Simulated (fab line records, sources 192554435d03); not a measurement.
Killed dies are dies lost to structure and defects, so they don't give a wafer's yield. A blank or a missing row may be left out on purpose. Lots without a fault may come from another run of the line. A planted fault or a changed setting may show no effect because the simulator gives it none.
fab line records | flow n5_finfet
record lots=11 wafers=33 last_day=20
route steps=1938 shown BEOL_M8@1366 PASSIVATION@1936
lots that met no fault: from a run of the same line without faults
start_h: hours from the record's first day to the start of the lot's first wafer shown | wait_h: hours since the lot's step before | " the same as in the row above | L1.1+2: a row that stands for several wafers | - no value, or no start given | * or withheld: withheld | < > ~ a bound
route shown NAME@n: a module of which the file shows steps, and the number in the route of the first | usual: mean/standard deviation of fault-free wafers | same: alike in all rows | chamber/n: place in a boat | sites: the reading at each site | _std_site: their standard deviation | _edge_site: outer sites' mean less inner sites' | radius_mm: how far each site lies from the wafer's centre | mask NAME#n: copy n | behind: the tool/chamber that last shaped the wafer | hold: why the lot was held/for how many hours/how that ended | device: the transistor (n, p or np) that didn't switch | end of line: the same wafers' tests at the end of the route | a step without rows: its recipe alone | killed: dies lost to structure and defects at the first sort, not the wafer's yield | map: a wafer's dies, x killed, . not, _ none there
set.NAME: the setting as run; set.NAME@STEP: as run at that earlier step | model.NAME: the simulator's own value behind a step, which no gauge read
steps of the route over a sample of lots; a table a step, a row a wafer
services: from which hour (start_h, from the record's first day; less than 0 if before it) a tool's chamber was out of use, for how many hours, and why
## steps
# step N5_BEOL_M8_OVL_MEAS_29
# recipe points_per_wafer=522
# usual V7_OVL=-0.1/0.7
# columns lot.wafer tool chamber start_h wait_h V7_OVL[nm]
L885.4 overlay-02 0 257.97 0.0 -0.2
L885.5 " 0 " " -1.4
L885.6 " 0 " " -1.1
L886.1 overlay-02 0 260.36 0.0 -0.5
L886.2 " 0 " " -0.5
L886.6 " 0 " " 0.2
L884.2 overlay-02 0 260.46 0.0 -1.1
L884.3 " 0 " " 0.3
L884.5 " 0 " " -0.6
L889.2 overlay-01 0 268.47 0.0 -0.5
L889.5 " 0 " " 0.1
L889.6 " 0 " " 0.3
L888.3 overlay-01 0 274.68 0.0 1.0
L888.4 " 0 " " 0.3
L888.6 " 0 " " 0.0
L892.1 overlay-02 0 297.66 0.0 0.5
L892.3 " 0 " " 0.2
L892.4 " 0 " " 0.1
L896.1 overlay-02 0 343.19 0.0 -0.7
L896.2 " 0 " " -1.1
L896.4 " 0 " " -0.3
L897.1 overlay-01 0 350.55 0.0 1.3
L897.2 " 0 " " 0.2
L897.6 " 0 " " 0.3
L903.1 overlay-02 0 386.33 0.0 -1.4
L903.4 " 0 " " -1.1
L903.5 " 0 " " -0.5
L905.1 overlay-02 0 394.15 0.0 0.5
L905.4 " 0 " " -0.2
L905.6 " 0 " " -0.3
L904.1 overlay-02 0 404.06 0.0 -0.1
L904.4 " 0 " " 0.1
L904.6 " 0 " " 0.5
# step N5_BEOL_M8_INSPECT_30
# recipe mode=adi inspect_instrument=brightfield
# usual raw_defect_count=396/95
# columns lot.wafer tool chamber start_h wait_h raw_defect_count
L885.4 defect_inspect-02 - 258.01 0.0 408
L885.5 " - " " 399
L885.6 " - " " 380
L886.1 defect_inspect-01 - 260.42 0.1 416
L886.2 " - " " 385
L886.6 " - " " 479
L884.2 defect_inspect-01 - 260.51 0.0 252
L884.3 " - " " 204
L884.5 " - " " 345
L889.2 defect_inspect-01 - 268.52 0.0 523
L889.5 " - " " 512
L889.6 " - " " 555
L888.3 defect_inspect-02 - 274.73 0.0 373
L888.4 " - " " 415
L888.6 " - " " 412
L892.1 defect_inspect-02 - 297.72 0.1 212
L892.3 " - " " 252
L892.4 " - " " 252
L896.1 defect_inspect-02 - 343.24 0.1 401
L896.2 " - " " 403
L896.4 " - " " 638
L897.1 defect_inspect-01 - 350.60 0.1 344
L897.2 " - " " 365
L897.6 " - " " 345
L903.1 defect_inspect-02 - 386.38 0.1 417
L903.4 " - " " 350
L903.5 " - " " 377
L905.1 defect_inspect-01 - 394.21 0.1 420
L905.4 " - " " 369
L905.6 " - " " 382
L904.1 defect_inspect-01 - 404.12 0.1 473
L904.4 " - " " 487
L904.6 " - " " 415
# step N5_BEOL_M8_ETCH_66
# recipe chemistry=N2/H2 target=SOC target_depth_a=800 overetch_a=160 mask_material=SiARC temp_c=40 time_s=120 ion_energy_ev=200 pressure_mtorr=30 source_w=840 bias_w=150 n2_flow_sccm=200 h2_flow_sccm=200
# usual bias_w=150.0/0.46 drypump_motor_current_A=5.52/0.22 oes_product_au=0.61/0.065 rf_vpp_V=523.7/2.5 showerhead_plenum_p_Torr=2.53/0.085 throttle_valve_pct=17.77/0.23
# columns lot.wafer tool chamber start_h wait_h bias_w drypump_motor_current_A oes_product_au rf_hours_counter_h rf_vpp_V showerhead_plenum_p_Torr throttle_valve_pct
L885.4 rie_diel-03 1 258.37 0.0 149.8 5.46 0.66 66 523.6 2.57 17.47
L885.5 " 1 " " 150.1 5.47 0.65 - 525.3 2.57 17.45
L885.6 " 2 " " 150.3 5.62 0.56 - 516.6 2.33 17.86
L886.1 rie_diel-05 3 260.53 0.0 149.4 5.60 0.67 59 524.7 2.58 17.67
L886.2 " 0 " " 150.4 5.13 0.55 193 526.3 2.63 18.14
L886.6 " 0 " " 150.0 5.12 0.55 - 526.5 2.63 18.13
L884.2 rie_diel-03 0 260.64 0.0 149.6 5.44 0.55 190 523.6 2.53 17.78
L884.3 " 2 " " 150.7 5.61 0.56 172 518.7 2.33 17.84
L884.5 " 0 " " 150.0 5.44 0.55 - 525.2 2.53 17.78
L889.2 rie_diel-06 1 268.63 0.0 149.8 5.84 0.59 116 524.5 2.56 17.53
L889.5 " 3 " " 149.7 5.29 0.59 - 522.3 2.54 18.03
L889.6 " 0 " " 149.4 5.55 0.55 - 519.5 2.40 18.00
L888.3 rie_diel-06 2 275.39 0.0 149.1 5.28 0.54 226 523.1 2.51 17.65
L888.4 " 3 " " 150.3 5.34 0.58 162 524.8 2.54 18.04
L888.6 " 3 " " 150.2 5.33 0.59 - 524.0 2.54 18.03
L892.1 rie_diel-05 1 297.84 0.0 149.7 5.54 0.67 37 523.0 2.59 17.83
L892.3 " 2 " " 149.1 5.90 0.54 238 523.4 2.51 17.70
L892.4 " 1 " " 150.3 5.54 0.67 - 524.7 2.59 17.80
L896.1 rie_diel-03 0 343.36 0.0 150.3 5.47 0.54 212 523.8 2.52 17.83
L896.2 " 3 " " 119.6 5.27 0.61 105 453.6 2.56 18.04
L896.4 " 2 " " 150.2 5.60 0.55 204 516.8 2.31 17.90
L897.1 rie_diel-03 0 350.72 0.0 150.5 5.47 0.53 214 524.2 2.52 17.83
L897.2 " 3 " " 119.1 5.33 0.60 106 453.7 2.56 18.07
L897.6 " 0 " " 150.6 5.46 0.54 - 523.4 2.52 17.82
L903.1 rie_diel-06 1 386.50 0.0 149.8 5.86 0.56 164 522.6 2.54 17.61
L903.4 " 3 " " 149.1 5.36 0.56 - 524.0 2.53 18.09
L903.5 " 0 " " 149.8 5.52 0.74 - 527.9 2.70 17.63
L905.1 rie_diel-06 2 394.32 0.0 150.1 5.29 0.77 1 523.1 2.50 17.29
L905.4 " 3 " " 149.9 5.36 0.57 203 525.2 2.53 18.10
L905.6 " 1 " " 150.1 5.88 0.55 - 523.9 2.53 17.60
L904.1 rie_diel-06 2 404.79 0.0 150.0 5.26 0.75 6 522.6 2.50 17.30
L904.4 " 1 " " 149.9 5.87 0.56 172 524.8 2.53 17.63
L904.6 " 1 " " 149.0 5.86 0.55 - 522.9 2.53 17.62
# step N5_BEOL_M8_STRIP_36
# recipe chemistry=N2/H2 power_w=450 temp_c=40 pressure_mtorr=20 rf_frequency_hz=6e+07 overash_fraction=0.3 bias_power_w=7 h2_frac=0.5 n2_flow_sccm=200 h2_flow_sccm=200
# usual drypump_motor_current_A=5.53/0.22 oes_product_au=0.79/0.089 rf_vpp_V=59.2/1.5 showerhead_plenum_p_Torr=2.53/0.086 throttle_valve_pct=23.60/0.25
# columns lot.wafer tool chamber start_h wait_h drypump_motor_current_A oes_product_au rf_hours_counter_h rf_vpp_V showerhead_plenum_p_Torr throttle_valve_pct
L885.4 rie_diel-03 1 258.52 0.0 5.45 0.86 66 61.6 2.56 23.33
L885.5 " 1 " " 5.45 0.85 - 59.5 2.56 23.33
L885.6 " 2 " " 5.61 0.73 - 60.3 2.32 23.53
L886.1 rie_diel-05 3 260.69 0.0 5.63 0.86 59 59.3 2.58 23.52
L886.2 " 0 " " 5.11 0.72 193 63.0 2.62 23.93
L886.6 " 0 " " 5.11 0.72 - 59.6 2.62 23.93
L884.2 rie_diel-03 0 260.79 0.0 5.47 0.71 190 60.1 2.53 23.44
L884.3 " 2 " " 5.61 0.73 172 59.3 2.32 23.57
L884.5 " 0 " " 5.47 0.71 - 59.5 2.53 23.44
L889.2 rie_diel-06 1 268.79 0.0 5.85 0.77 116 59.1 2.55 23.46
L889.5 " 3 " " 5.34 0.77 - 60.3 2.54 23.94
L889.6 " 0 " " 5.53 0.72 - 57.5 2.40 23.81
L888.3 rie_diel-06 2 275.54 0.0 5.27 0.70 226 58.3 2.51 23.38
L888.4 " 3 " " 5.36 0.76 162 60.3 2.54 23.94
L888.6 " 3 " " 5.32 0.77 - 58.2 2.54 23.93
L892.1 rie_diel-05 1 297.99 0.0 5.55 0.88 37 59.3 2.59 23.82
L892.3 " 2 " " 5.90 0.70 238 61.0 2.50 23.35
L892.4 " 1 " " 5.54 0.88 - 58.6 2.59 23.81
L896.1 rie_diel-03 0 343.52 0.0 5.48 0.69 212 59.4 2.52 23.49
L896.2 " 3 " " 5.30 0.80 105 59.1 2.55 23.87
L896.4 " 2 " " 5.61 0.70 204 56.5 2.31 23.62
L897.1 rie_diel-03 0 350.87 0.0 5.41 0.69 214 60.8 2.52 23.50
L897.2 " 3 " " 5.29 0.79 106 59.3 2.55 23.87
L897.6 " 0 " " 5.47 0.69 - 60.5 2.52 23.49
L903.1 rie_diel-06 1 386.65 0.0 5.83 0.72 164 61.2 2.53 23.50
L903.4 " 3 " " 5.32 0.74 - 61.8 2.52 23.96
L903.5 " 0 " " 5.56 0.99 - 60.4 2.70 23.56
L905.1 rie_diel-06 2 394.48 0.0 5.27 1.01 2 57.2 2.49 23.18
L905.4 " 3 " " 5.35 0.73 203 56.6 2.52 23.97
L905.6 " 1 " " 5.90 0.74 - 61.6 2.53 23.52
L904.1 rie_diel-06 2 404.94 0.0 5.27 0.98 6 57.4 2.49 23.16
L904.4 " 1 " " 5.85 0.72 172 58.8 2.53 23.50
L904.6 " 1 " " 5.87 0.73 - 58.2 2.53 23.53
# step N5_PASSIVATION_PROBE_49
# usual defect_limited_yield=90.9/1.3 killed_at_M0_to_M3=36/11 killed_at_M4_up=13/5.1 killed_at_contacts=14/4.9 killed_at_front_end=41/10 killed_at_other=3.4/2.6 killed_dies=107/16 killed_on_rim=14/4 killed_open=70/11 killed_short=36/7.8 sort_bin_5_function=5.4/0.84 sort_bin_6_memory=3.4/0.67 sort_bin_8_speed=0.00/0.0099 sort_n_pass=1073/16 sort_yield_pct=90.9/1.3
# same gross_dies=1180 killed_at_back_side=0 sort_bin_4_leakage[%]=0
# columns lot.wafer tool chamber start_h wait_h defect_limited_yield[%] killed_at_M0_to_M3 killed_at_M4_up killed_at_contacts killed_at_front_end killed_at_other killed_dies killed_on_rim killed_open killed_short sort_bin_5_function[%] sort_bin_6_memory[%] sort_bin_8_speed[%] sort_n_pass sort_yield_pct[%]
L889.2 prober-01 - 341.57 0.1 90.9 23 14 11 49 10 107 18 63 44 4.9 3.6 0 1073 90.9
L889.5 prober-01 - 341.72 0.2 91.5 30 10 13 35 12 100 14 73 27 5.5 2.5 0 1080 91.5
L889.6 prober-01 - 341.77 0.3 90.6 43 13 7 43 5 111 17 64 47 5.5 3.4 0 1069 90.6
L892.4 prober-02 - 369.27 0.2 91.1 37 11 9 48 0 105 15 68 36 5.3 2.8 0 1075 91.1
L896.1 prober-01 - 416.79 0.0 91.6 30 14 5 44 6 99 5 66 29 4.5 3.5 0.08 1080 91.5
L896.2 prober-01 - 416.84 0.1 89.4 42 16 12 52 3 125 24 83 39 5.8 4.4 0 1055 89.4
L896.4 prober-01 - 416.94 0.2 89.4 49 23 7 40 6 125 18 87 38 6.9 3.6 0 1055 89.4
# killed by level:class
L889.2 STI_FIN_REVEAL:geometric_particle:open=16 BEOL_M0_SAQP:geometric_particle:open=9 MOL_CONTACT_COAG:geometric_particle:open=6 BEOL_M0_SAQP:geometric_particle:short=6 MIM_TOP:geometric_particle:short=6 FIN_SAQP:geometric_particle:short=5 MOL_CONTACT_COAG:geometric_particle:short=5 BEOL_M4:geometric_particle:open=4
L889.5 MOL_CONTACT_COAG:geometric_particle:open=12 BEOL_M3:geometric_particle:open=10 STI_FIN_REVEAL:geometric_particle:open=9 STARTING-WAFER:geometric_particle:open=7 DUMMY_GATE:geometric_particle:open=5 BEOL_M0_SAQP:geometric_particle:short=5 BEOL_M0_SAQP:geometric_particle:open=5 DUMMY_GATE:geometric_particle:short=4
L889.6 FIN_SAQP:geometric_particle:short=11 FIN_SAQP:geometric_particle:open=9 BEOL_M0_SAQP:geometric_particle:short=9 MOL_CONTACT_COAG:geometric_particle:open=6 BEOL_M2:geometric_particle:open=6 GATE_CUT:geometric_particle:open=5 BEOL_M0_SAQP:geometric_particle:open=5 BEOL_M0:geometric_particle:open=5
L892.4 FIN_SAQP:geometric_particle:open=14 FIN_SAQP:geometric_particle:short=10 BEOL_M4:geometric_particle:open=8 BEOL_M0_SAQP:geometric_particle:open=8 MOL_CONTACT_COAG:geometric_particle:open=7 BEOL_M0_SAQP:geometric_particle:short=7 ILD0:geometric_particle:short=6 BEOL_M0:geometric_particle:open=6
L896.1 FIN_SAQP:geometric_particle:open=16 BEOL_M0_SAQP:geometric_particle:open=11 BEOL_M2:geometric_particle:open=7 BEOL_M4:geometric_particle:open=7 FIN_SAQP:geometric_particle:short=6 STI_FIN_REVEAL:geometric_particle:open=6 MOL_CONTACT_COAG:geometric_particle:open=5 BEOL_M0_SAQP:geometric_particle:short=5
L896.2 FIN_SAQP:geometric_particle:open=25 BEOL_M3:geometric_particle:open=11 MOL_CONTACT_COAG:geometric_particle:open=10 BEOL_M0_SAQP:geometric_particle:short=7 FIN_SAQP:geometric_particle:short=6 GATE_CUT:geometric_particle:short=6 BEOL_M0_SAQP:geometric_particle:open=6 BEOL_M1:geometric_particle:open=6
L896.4 BEOL_M0_SAQP:geometric_particle:open=16 FIN_SAQP:geometric_particle:open=15 BEOL_M4:geometric_particle:open=15 BEOL_M1:geometric_particle:open=10 BEOL_M0_SAQP:geometric_particle:short=9 FIN_SAQP:geometric_particle:short=8 MOL_CONTACT_COAG:geometric_particle:open=6 BEOL_M3:geometric_particle:open=6
## services
# columns tool chamber start_h hours kind
rie_diel-06 2 285.04 20.5 repair
rie_diel-03 1 290.99 9.8 repair
rie_diel-05 0 297.70 19.9 repair
rie_diel-06 0 300.01 1.3 repair
rie_diel-06 3 303.75 16.3 repair
rie_diel-06 2 311.68 4.3 repair
rie_diel-06 - 315.30 0.9 repair
rie_diel-05 1 340.08 4.4 repair
rie_diel-05 2 342.03 3.2 repair
rie_diel-06 0 358.73 - clean
rie_diel-06 0 358.73 - consumable_replace:focus_ring
rie_diel-06 0 358.73 - consumable_replace:showerhead
rie_diel-06 0 358.73 18.1 scheduled_down
rie_diel-06 0 358.73 18.1 vent_cycle
rie_diel-03 1 369.64 16.3 repair
rie_diel-06 2 376.91 - clean
rie_diel-06 2 376.91 - consumable_replace:focus_ring
rie_diel-06 2 376.91 14.1 scheduled_down
rie_diel-06 2 376.91 14.1 vent_cycle
rie_diel-05 1 387.25 21.5 repair
rie_diel-06 3 398.74 2.8 repair
## key
first_sign step=N5_BEOL_M8_ETCH_66 reading=bias_w direction=down sigmas=67 usual=* struck=*
effect step=N5_BEOL_M8_ETCH_66 reading=rf_vpp_V direction=down sigmas=28 usual=523.7 struck=453.7
met_at N5_BEOL_M8_ETCH_66
struck_lots L896,L897
struck_wafers L896.2,L897.2
not_acting_at N5_BEOL_M8_OVL_MEAS_29,N5_BEOL_M8_INSPECT_30,N5_BEOL_M8_STRIP_36
fault kind=process_parameter_drift tool=rie_diel-03 chamber=3 onset_h=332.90 steps=N5_BEOL_M8_ETCH_66 channel=bias_w offset=* shape=step end_h=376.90 acts_in=* stated=*
